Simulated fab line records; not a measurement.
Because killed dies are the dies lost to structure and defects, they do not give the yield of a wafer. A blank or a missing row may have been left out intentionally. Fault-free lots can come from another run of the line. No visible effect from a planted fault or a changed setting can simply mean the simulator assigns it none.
fab line records -- flow n5-finfet
record: lots: 9, wafers: 27, last-day: 19
route steps=1938 shown BEOL_M2@924 BEOL_M3@931 BEOL_M4@1111 PASSIVATION@1936
lots that met no fault: taken from a fault-free run of the same line
start-h: the number of hours between the record's first day and the start of the first shown wafer of the lot -- wait-h: hours from the lot's prior step to this one -- " the same as in the row above -- L1.1+2: a row that stands for several wafers -- - no value, or no start given -- * or withheld: withheld -- < > ~ a bound
route shown NAME@n: names a module that has steps shown in the file, with the first one's number in the route -- usual: mean/standard deviation taken from wafers without a fault -- same: alike in all rows -- chamber/n: place in a boat -- sites: readings site by site -- _std_site: their standard deviation -- _edge_site: the outer-site mean with the inner-site mean subtracted -- radius-mm: for every site, how far away it sits from the centre of the wafer -- mask NAME#n: copy n -- behind: the last tool/chamber to shape the wafer -- hold: cause of the lot's hold/its duration in hours/its outcome -- device: names the non-switching transistor (n, p or np) -- end of line: the same wafers' tests at the end of the route -- a step given without rows: its recipe and nothing more -- killed: not the wafer's yield, but the dies lost to structure and defects at the first sort -- map: a wafer's dies, marking killed ones x, the rest . and places with no die _
set.NAME: the setting that was run; set.NAME@STEP: the one run at that earlier step -- model.NAME: the simulator's own value behind a step, which no gauge read
a sample of lots followed through the steps of the route, with each step as a table and each wafer as a row
services: from which hour (start-h, from the record's first day; less than 0 if before it) a tool's chamber was out of use, for how many hours, and why
== steps ==
step: N5_BEOL_M2_THK_MEAS_53
recipe: thk-meas-gauge: xrf, reads: Cu_of_BEOL_M2_ECD_50
usual: M2_THK: 39.6/1.4
lot.wafer,tool,chamber,start-h,wait-h,M2_THK[nm]
L467.1,film-metro-01,-,161.77,-,37.3
L467.3,film-metro-01,-,161.77,-,38.9
L467.6,film-metro-01,-,161.77,-,39.0
L468.2,film-metro-01,-,193.25,-,40.3
L468.4,film-metro-01,-,193.25,-,39.7
L468.6,film-metro-01,-,193.25,-,39.7
L474.1,film-metro-02,-,220.19,-,39.1
L474.3,film-metro-02,-,220.19,-,37.7
L474.4,film-metro-02,-,220.19,-,39.3
L475.3,film-metro-02,-,223.94,-,40.4
L475.4,film-metro-02,-,223.94,-,37.8
L475.6,film-metro-02,-,223.94,-,39.9
L476.2,film-metro-02,-,224.82,-,37.7
L476.4,film-metro-02,-,224.82,-,40.5
L476.6,film-metro-02,-,224.82,-,40.3
L483.3,film-metro-01,-,266.11,-,39.1
L483.4,film-metro-01,-,266.11,-,40.9
L483.5,film-metro-01,-,266.11,-,40.2
L482.2,film-metro-01,-,266.56,-,39.5
L482.3,film-metro-01,-,266.56,-,40.0
L482.6,film-metro-01,-,266.56,-,40.7
L481.1,film-metro-01,-,268.92,-,37.1
L481.3,film-metro-01,-,268.92,-,40.3
L481.6,film-metro-01,-,268.92,-,41.2
L486.1,film-metro-01,-,282.73,-,42.1
L486.4,film-metro-01,-,282.73,-,39.8
L486.6,film-metro-01,-,282.73,-,39.2
step: N5_BEOL_M2_CO_CAP_55
recipe: material: Co, target-thk-a: 20, temp-c: 200, precursor: CCTBA/H2, pressure-torr: 30, time-s: 102.1
usual: heater-power-w: 220/16, susceptor-temp-C: 200.00/0.17
lot.wafer,tool,chamber,start-h,wait-h,heater-power-w,susceptor-temp-C
L467.1,cvd-co-02,2,161.85,0.0,239,200.03
L467.3,cvd-co-02,1,161.85,0.0,236,200.11
L467.6,cvd-co-02,0,161.85,0.0,214,199.99
L468.2,cvd-co-01,0,193.37,0.0,205,199.90
L468.4,cvd-co-01,0,193.37,0.0,207,199.91
L468.6,cvd-co-01,1,193.37,0.0,225,200.00
L474.1,cvd-co-01,0,220.39,0.0,205,200.02
L474.3,cvd-co-01,1,220.39,0.0,226,200.04
L474.4,cvd-co-01,0,220.39,0.0,209,200.07
L475.3,cvd-co-01,0,224.02,0.0,200,200.05
L475.4,cvd-co-01,1,224.02,0.0,229,200.16
L475.6,cvd-co-01,0,224.02,0.0,204,199.99
L476.2,cvd-co-02,2,224.90,0.0,236,200.11
L476.4,cvd-co-02,2,224.90,0.0,230,200.18
L476.6,cvd-co-02,1,224.90,0.0,242,200.01
L483.3,cvd-co-01,2,266.18,0.0,209,200.04
L483.4,cvd-co-01,0,266.18,0.0,209,199.99
L483.5,cvd-co-01,1,266.18,0.0,227,199.92
L482.2,cvd-co-01,1,266.69,0.0,231,199.90
L482.3,cvd-co-01,2,266.69,0.0,202,200.12
L482.6,cvd-co-01,2,266.69,0.0,202,200.00
L481.1,cvd-co-02,1,269.00,0.0,244,199.88
L481.3,cvd-co-02,2,269.00,0.0,231,200.28
L481.6,cvd-co-02,1,269.00,0.0,244,200.02
L486.1,cvd-co-02,1,282.83,0.0,245,199.93
L486.4,cvd-co-02,2,282.83,0.0,238,199.78
L486.6,cvd-co-02,0,282.83,0.0,216,200.02
step: N5_BEOL_M3_ILD_DEP_00
recipe: material: SiOC, target-thk-a: 790, temp-c: 350, precursor: DEMS/O2, pressure-torr: 5, rf-w: 500, time-s: 15.3
usual: heater-power-w: 488/78, showerhead-plenum-p-Torr: 5.700/0.02, susceptor-temp-C: 350.03/0.2, throttle-valve-pct: 11.9/0.63
lot.wafer,tool,chamber,start-h,wait-h,heater-power-w,showerhead-plenum-p-Torr,susceptor-temp-C,throttle-valve-pct
L467.1,pecvd-01,1,162.09,0.0,407,5.723,350.30,13.1
L467.3,pecvd-01,0,162.09,0.0,452,5.686,350.16,11.4
L467.6,pecvd-01,1,162.09,0.0,411,5.738,350.02,13.3
L468.2,pecvd-02,0,193.62,0.0,364,5.710,349.81,12.5
L468.4,pecvd-02,0,193.62,0.0,364,5.715,349.98,12.2
L468.6,pecvd-02,1,193.62,0.0,493,5.671,349.90,11.4
L474.1,pecvd-02,0,220.63,0.0,434,5.715,350.00,12.3
L474.3,pecvd-02,2,220.63,0.0,526,5.709,349.84,12.0
L474.4,pecvd-02,0,220.63,0.0,429,5.699,349.85,12.4
L475.3,pecvd-02,2,224.27,0.0,560,5.691,350.06,12.2
L475.4,pecvd-02,0,224.27,0.0,423,5.711,350.12,12.3
L475.6,pecvd-02,2,224.27,0.0,569,5.714,350.32,12.0
L476.2,pecvd-02,1,225.14,0.0,459,5.663,350.38,11.2
L476.4,pecvd-02,0,225.14,0.0,427,5.699,350.12,12.5
L476.6,pecvd-02,2,225.14,0.0,572,5.713,350.17,12.2
L483.3,pecvd-02,2,266.43,0.0,574,5.707,350.10,12.0
L483.4,pecvd-02,0,266.43,0.0,431,5.718,350.16,12.3
L483.5,pecvd-02,1,266.43,0.0,449,5.679,350.14,11.5
L482.2,pecvd-02,2,266.93,0.0,591,5.699,349.60,12.1
L482.3,pecvd-02,0,266.93,0.0,402,5.706,350.01,12.3
L482.6,pecvd-02,2,266.93,0.0,487,5.688,349.77,12.2
L481.1,pecvd-02,1,269.25,0.0,427,5.669,350.00,11.5
L481.3,pecvd-02,2,269.25,0.0,599,5.705,349.92,12.3
L481.6,pecvd-02,1,269.25,0.0,436,5.671,350.08,11.6
L486.1,pecvd-04,0,283.07,0.0,494,5.708,349.91,12.4
L486.4,pecvd-04,2,283.07,0.0,673,5.724,350.25,11.6
L486.6,pecvd-04,1,283.07,0.0,425,5.660,350.09,11.4
step: N5_BEOL_M3_HM_DEP_02
recipe: material: TiN, target-thk-a: 200, temp-c: 25, chamber-pressure-pa: 0.49996
usual: susceptor-temp-C: 25.01/0.11, throttle-valve-pct: 29.9/1
lot.wafer,tool,chamber,start-h,wait-h,susceptor-temp-C,throttle-valve-pct
L467.1,pvd-sputter-01,-,165.74,3.5,24.86,27.8
L467.3,pvd-sputter-01,-,165.74,3.5,25.16,31.1
L467.6,pvd-sputter-01,-,165.74,3.5,25.12,29.7
L468.2,pvd-sputter-03,-,194.96,1.2,25.12,28.7
L468.4,pvd-sputter-03,-,194.96,1.2,25.00,29.1
L468.6,pvd-sputter-03,-,194.96,1.2,24.98,29.2
L474.1,pvd-sputter-01,-,220.81,0.1,24.96,30.1
L474.3,pvd-sputter-01,-,220.81,0.1,25.13,29.4
L474.4,pvd-sputter-01,-,220.81,0.1,24.91,30.9
L475.3,pvd-sputter-03,-,226.64,2.3,24.84,28.6
L475.4,pvd-sputter-03,-,226.64,2.3,25.10,30.7
L475.6,pvd-sputter-03,-,226.64,2.3,24.83,28.7
L476.2,pvd-sputter-03,-,226.94,1.7,25.23,30.9
L476.4,pvd-sputter-03,-,226.94,1.7,25.04,29.1
L476.6,pvd-sputter-03,-,226.94,1.7,24.88,28.9
L483.3,pvd-sputter-03,-,268.20,1.7,25.08,28.4
L483.4,pvd-sputter-03,-,268.20,1.7,24.97,30.8
L483.5,pvd-sputter-03,-,268.20,1.7,24.86,30.5
L482.2,pvd-sputter-03,-,268.38,1.3,24.89,30.5
L482.3,pvd-sputter-03,-,268.38,1.3,25.12,28.6
L482.6,pvd-sputter-03,-,268.38,1.3,24.82,30.6
L481.1,pvd-sputter-03,-,269.58,0.2,25.04,30.6
L481.3,pvd-sputter-03,-,269.58,0.2,24.86,30.5
L481.6,pvd-sputter-03,-,269.58,0.2,25.09,28.3
L486.1,pvd-sputter-01,-,283.27,0.1,24.84,27.5
L486.4,pvd-sputter-01,-,283.27,0.1,25.06,30.2
L486.6,pvd-sputter-01,-,283.27,0.1,25.06,29.3
step: N5_BEOL_M3_INSPECT_13
recipe: mode: adi, inspect-instrument: brightfield
usual: raw-defect-count: 407/95
lot.wafer,tool,chamber,start-h,wait-h,raw-defect-count
L467.1,defect-inspect-02,-,166.35,0.1,562
L467.3,defect-inspect-02,-,166.35,0.1,569
L467.6,defect-inspect-02,-,166.35,0.1,547
L468.2,defect-inspect-02,-,195.44,0.0,356
L468.4,defect-inspect-02,-,195.44,0.0,506
L468.6,defect-inspect-02,-,195.44,0.0,400
L474.1,defect-inspect-02,-,221.29,0.1,479
L474.3,defect-inspect-02,-,221.29,0.1,403
L474.4,defect-inspect-02,-,221.29,0.1,474
L475.3,defect-inspect-01,-,227.13,0.0,276
L475.4,defect-inspect-01,-,227.13,0.0,376
L475.6,defect-inspect-01,-,227.13,0.0,252
L476.2,defect-inspect-02,-,227.42,0.0,494
L476.4,defect-inspect-02,-,227.42,0.0,356
L476.6,defect-inspect-02,-,227.42,0.0,388
L483.3,defect-inspect-02,-,268.68,0.0,660
L483.4,defect-inspect-02,-,268.68,0.0,667
L483.5,defect-inspect-02,-,268.68,0.0,635
L482.2,defect-inspect-02,-,268.99,0.0,679
L482.3,defect-inspect-02,-,268.99,0.0,628
L482.6,defect-inspect-02,-,268.99,0.0,898
L481.1,defect-inspect-02,-,270.24,0.1,767
L481.3,defect-inspect-02,-,270.24,0.1,750
L481.6,defect-inspect-02,-,270.24,0.1,636
L486.1,defect-inspect-01,-,283.88,0.1,332
L486.4,defect-inspect-01,-,283.88,0.1,358
L486.6,defect-inspect-01,-,283.88,0.1,465
step: N5_BEOL_M3_INSPECT_30
recipe: mode: adi, inspect-instrument: brightfield
usual: raw-defect-count: 403/91
lot.wafer,tool,chamber,start-h,wait-h,raw-defect-count
L467.1,defect-inspect-01,-,167.63,0.1,518
L467.3,defect-inspect-01,-,167.63,0.1,511
L467.6,defect-inspect-01,-,167.63,0.1,497
L468.2,defect-inspect-01,-,196.53,0.0,321
L468.4,defect-inspect-01,-,196.53,0.0,453
L468.6,defect-inspect-01,-,196.53,0.0,362
L474.1,defect-inspect-02,-,222.71,0.1,455
L474.3,defect-inspect-02,-,222.71,0.1,424
L474.4,defect-inspect-02,-,222.71,0.1,468
L475.3,defect-inspect-01,-,228.23,0.0,288
L475.4,defect-inspect-01,-,228.23,0.0,367
L475.6,defect-inspect-01,-,228.23,0.0,261
L476.2,defect-inspect-02,-,228.44,0.0,481
L476.4,defect-inspect-02,-,228.44,0.0,339
L476.6,defect-inspect-02,-,228.44,0.0,395
L483.3,defect-inspect-02,-,269.83,0.0,644
L483.4,defect-inspect-02,-,269.83,0.0,681
L483.5,defect-inspect-02,-,269.83,0.0,627
L482.2,defect-inspect-01,-,270.20,0.0,587
L482.3,defect-inspect-01,-,270.20,0.0,578
L482.6,defect-inspect-01,-,270.20,0.0,803
L481.1,defect-inspect-01,-,271.11,0.1,675
L481.3,defect-inspect-01,-,271.11,0.1,712
L481.6,defect-inspect-01,-,271.11,0.1,582
L486.1,defect-inspect-01,-,284.87,0.1,343
L486.4,defect-inspect-01,-,284.87,0.1,375
L486.6,defect-inspect-01,-,284.87,0.1,480
step: N5_BEOL_M4_RC_MEAS_101
usual: DIBL_N: 35.8/1.7, DIBL_P: 35.3/2, IOFF_N: 0.150/0.026, IOFF_P: 0.194/0.029, ION_N: 667/11, ION_P: 456/7.1, SS_N: 71.4/0.65, SS_P: 73.1/0.64, VT_N: 251/3, VT_P: -252/3.2
lot.wafer,tool,chamber,start-h,wait-h,DIBL_N[mV/V],DIBL_P[mV/V],IOFF_N[nA/um],IOFF_P[nA/um],ION_N[uA/um],ION_P[uA/um],SS_N[mV/dec],SS_P[mV/dec],VT_N[mV],VT_P[mV]
L467.1,prober-01,0,209.88,0.0,36.5,36.8,0.156,0.193,678,461,72.2,73.0,253,-252
L467.3,prober-01,0,209.88,0.0,32.5,32.0,0.103,0.136,649,447,70.9,71.8,258,-258
L467.6,prober-01,0,209.88,0.0,35.6,36.5,0.150,0.190,675,466,71.2,74.1,250,-254
L468.2,prober-01,0,242.50,0.2,37.5,35.6,0.165,0.191,659,444,72.8,73.9,253,-255
L468.4,prober-01,0,242.50,0.2,38.0,37.8,0.195,0.236,665,447,72.9,74.3,246,-248
L468.6,prober-01,0,242.50,0.2,35.9,35.0,0.141,0.187,644,442,72.0,72.9,253,-253
L474.1,prober-02,0,269.99,0.0,34.0,35.8,0.141,0.208,676,468,70.9,72.7,250,-249
L474.3,prober-02,0,269.99,0.0,32.6,33.2,0.123,0.172,667,458,70.8,71.9,251,-251
L474.4,prober-02,0,269.99,0.0,36.1,38.3,0.184,0.250,680,468,71.3,73.2,247,-243
L475.3,prober-01,0,273.25,0.3,36.8,35.8,0.160,0.220,670,466,71.6,73.3,251,-246
L475.4,prober-01,0,273.25,0.3,36.0,34.6,0.148,0.216,672,463,71.1,73.3,250,-245
L475.6,prober-01,0,273.25,0.3,36.3,36.0,0.154,0.232,666,463,71.7,73.3,250,-246
L476.2,prober-01,0,277.01,0.2,34.5,36.0,0.148,0.217,665,464,71.5,73.9,250,-247
L476.4,prober-01,0,277.01,0.2,33.9,34.6,0.136,0.202,660,463,70.9,72.9,251,-250
L476.6,prober-01,0,277.01,0.2,35.6,36.7,0.175,0.238,671,462,71.9,73.8,247,-246
L483.3,prober-01,0,313.59,0.3,34.5,34.0,0.121,0.179,650,454,71.1,73.7,254,-250
L483.4,prober-01,0,313.59,0.3,34.4,32.9,0.116,0.167,656,451,70.8,72.8,255,-255
L483.5,prober-01,0,313.59,0.3,36.1,35.3,0.143,0.204,668,455,71.9,72.8,253,-251
L482.2,prober-02,0,313.86,0.2,36.2,37.5,0.165,0.234,667,458,71.4,74.2,244,-247
L482.3,prober-02,0,313.86,0.2,37.0,36.5,0.162,0.206,678,464,71.6,73.9,249,-249
L482.6,prober-02,0,313.86,0.2,35.2,35.8,0.137,0.201,659,459,71.2,73.3,250,-250
L481.1,prober-01,0,317.67,0.0,38.3,35.3,0.186,0.213,669,456,72.2,73.8,247,-252
L481.3,prober-01,0,317.67,0.0,36.9,34.6,0.161,0.204,677,466,71.9,73.9,249,-251
L481.6,prober-01,0,317.67,0.0,37.8,34.8,0.171,0.199,688,464,72.1,73.1,248,-250
L486.1,prober-01,0,335.82,0.0,36.1,35.1,0.165,0.231,666,467,71.9,72.7,245,-246
L486.4,prober-01,0,335.82,0.0,38.2,36.6,0.209,0.262,691,470,71.8,73.3,243,-244
L486.6,prober-01,0,335.82,0.0,34.3,31.9,0.121,0.186,652,458,70.9,72.6,251,-251
step: N5_PASSIVATION_PROBE_49
usual: defect-limited-yield: 91.5/1.4, killed_at_M0_to_M3: 34/11, killed_at_M4_up: 15/6, killed-at-contacts: 11/5.9, killed-at-front-end: 37/11, killed-at-other: 3.6/2.9, killed-dies: 101/17, killed-on-rim: 13/4, killed-open: 66/12, killed-short: 33/7.8, sort_bin_5_function: 5.0/0.97, sort_bin_6_memory: 3.2/0.65, sort_bin_8_speed: 0.02/0.2, sort-n-pass: 1079/17, sort-yield-pct: 91.4/1.4
same: gross-dies: 1180, killed-at-back-side: 0, sort_bin_4_leakage[%]: 0
lot.wafer,tool,chamber,start-h,wait-h,defect-limited-yield[%],killed_at_M0_to_M3,killed_at_M4_up,killed-at-contacts,killed-at-front-end,killed-at-other,killed-dies,killed-on-rim,killed-open,killed-short,sort_bin_5_function[%],sort_bin_6_memory[%],sort_bin_8_speed[%],sort-n-pass,sort-yield-pct[%]
L483.3,prober-01,-,418.54,0.1,87.2,95,23,16,11,6,151,31,53,29,8.1,3.6,0,1029,87.2
L483.4,prober-01,-,418.59,0.2,85.3,101,9,14,41,9,174,34,85,41,9.7,4.1,0,1006,85.3
L483.5,prober-01,-,418.64,0.2,88.0,77,18,10,33,4,142,29,63,28,7.9,3.6,0,1038,88.0
L482.2,prober-01,-,423.70,0.1,88.8,71,4,17,35,5,132,27,47,31,5.7,4.2,0,1048,88.8
L482.3,prober-01,-,423.75,0.1,85.2,107,15,11,37,5,175,29,57,37,9.2,4.2,0,1005,85.2
L482.6,prober-01,-,423.90,0.3,89.9,65,11,6,35,2,119,25,45,24,5.8,2.9,0,1061,89.9
L481.1,prober-02,-,427.53,0.0,87.2,69,13,12,46,11,151,25,66,39,7.2,4.2,0,1029,87.2
L481.3,prober-02,-,427.63,0.1,87.5,83,9,5,41,10,148,28,66,30,7.0,4.4,0,1032,87.5
L481.6,prober-02,-,427.78,0.3,86.0,96,8,15,40,6,165,25,58,22,9.2,3.9,0,1015,86.0
killed by level:class
L483.3 BEOL_M3:unspecified=66 MOL_CONTACT_COAG:geometric-particle:open=12 BEOL_M4:geometric-particle:open=9 BEOL_M3:geometric-particle:open=6 MOL_CONTACT_COAG:geometric-particle:short=4 BEOL_M0_SAQP:geometric-particle:short=4 BEOL_M2:geometric-particle:open=4 BEOL_M2:geometric-particle:short=4
L483.4 BEOL_M3:unspecified=44 MOL_CONTACT_COAG:geometric-particle:open=13 BEOL_M0_SAQP:geometric-particle:open=13 BEOL_M0_SAQP:geometric-particle:short=12 STI_FIN_REVEAL:geometric-particle:open=11 FIN_SAQP:geometric-particle:open=11 BEOL_M2:geometric-particle:open=7 BEOL_M3:geometric-particle:open=6
L483.5 BEOL_M3:unspecified=49 DUMMY_GATE:geometric-particle:open=10 BEOL_M4:geometric-particle:open=8 MOL_CONTACT_COAG:geometric-particle:open=8 BEOL_M0_SAQP:geometric-particle:open=7 STI_FIN_REVEAL:geometric-particle:open=5 BEOL_M0_SAQP:geometric-particle:short=5 BEOL_M3:geometric-particle:open=5
L482.2 BEOL_M3:unspecified=52 FIN_SAQP:geometric-particle:short=11 MOL_CONTACT_COAG:geometric-particle:open=11 STI_FIN_REVEAL:geometric-particle:open=8 BEOL_M0_SAQP:geometric-particle:open=8 MOL_CONTACT_COAG:geometric-particle:short=5 BEOL_M0_SAQP:geometric-particle:short=4 STARTING-WAFER:geometric-particle:open=4
L482.3 BEOL_M3:unspecified=78 BEOL_M2:geometric-particle:open=10 BEOL_M4:geometric-particle:open=8 MOL_CONTACT_COAG:geometric-particle:open=7 FIN_SAQP:geometric-particle:short=6 STI_FIN_REVEAL:geometric-particle:open=6 STI_FIN_REVEAL:geometric-particle:short=4 BEOL_M0_SAQP:geometric-particle:short=4
L482.6 BEOL_M3:unspecified=47 FIN_SAQP:geometric-particle:short=7 FIN_SAQP:geometric-particle:open=7 MOL_CONTACT_COAG:geometric-particle:open=6 BEOL_M0_SAQP:geometric-particle:open=5 BEOL_M4:geometric-particle:open=5 BEOL_M2:geometric-particle:open=4 STI_FIN_REVEAL:geometric-particle:open=3
L481.1 BEOL_M3:unspecified=44 FIN_SAQP:geometric-particle:short=15 MOL_CONTACT_COAG:geometric-particle:open=11 STI_FIN_REVEAL:geometric-particle:open=10 BEOL_M1:geometric-particle:open=8 BEOL_M2:geometric-particle:open=8 FIN_SAQP:geometric-particle:open=7 MIM_TOP_ETCH:geometric-particle:short=6
L481.3 BEOL_M3:unspecified=51 FIN_SAQP:geometric-particle:open=13 BEOL_M1:geometric-particle:open=10 BEOL_M2:geometric-particle:open=7 FIN_SAQP:geometric-particle:short=6 BEOL_M0_SAQP:geometric-particle:short=6 STI_FIN_REVEAL:geometric-particle:open=5 MIM_TOP_ETCH:geometric-particle:short=5
L481.6 BEOL_M3:unspecified=84 FIN_SAQP:geometric-particle:open=12 MOL_CONTACT_COAG:geometric-particle:open=11 STI_FIN_REVEAL:geometric-particle:open=7 STARTING-WAFER:geometric-particle:short=5 MOL_CONTACT_COAG:geometric-particle:short=4 BEOL_M0_SAQP:geometric-particle:open=4 FIN_SAQP:geometric-particle:short=3
== services ==
tool,chamber,start-h,hours,kind
cvd-co-01,-,139.01,6.9,pm
pecvd-01,-,164.40,1.5,repair
pecvd-01,-,195.97,1.0,repair
pecvd-01,0,199.32,2.1,scheduled-down
pecvd-01,2,202.38,-,clean
pecvd-01,2,202.38,-,consumable-replace:showerhead
pecvd-01,2,202.38,29.0,scheduled-down
pecvd-01,2,202.38,29.0,vent-cycle
cvd-co-02,-,217.85,0.5,repair
pecvd-01,-,227.82,5.1,repair
pecvd-04,0,248.19,5.5,scheduled-down
pecvd-04,0,263.69,2.1,scheduled-down
pecvd-02,0,273.39,5.5,scheduled-down
== key ==
first-sign: step: N5_BEOL_M3_INSPECT_13, reading: raw-defect-count, direction: up, sigmas: 3.1, usual: 407, struck: 702
effect: step: N5_BEOL_M3_INSPECT_30, reading: raw-defect-count, direction: up, sigmas: 2.8, usual: 403, struck: 654
effect: step: N5_PASSIVATION_PROBE_49, reading: killed_at_M0_to_M3, direction: up, sigmas: 4.7, usual: 34, struck: 85
more-kills-born-at: N5_BEOL_M3_HM_DEP_02@pvd-sputter-03: 515
met-at N5_BEOL_M3_HM_DEP_02
struck-lots L481,L482,L483
not-acting-at N5_BEOL_M2_THK_MEAS_53,N5_BEOL_M2_CO_CAP_55,N5_BEOL_M3_ILD_DEP_00
fault: kind: chamber-particle-source, tool: pvd-sputter-03, chamber: -, onset-h: 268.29, steps: N5_BEOL_M3_HM_DEP_02, rate-per-visit-cm2: 0.38759, end-h: 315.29
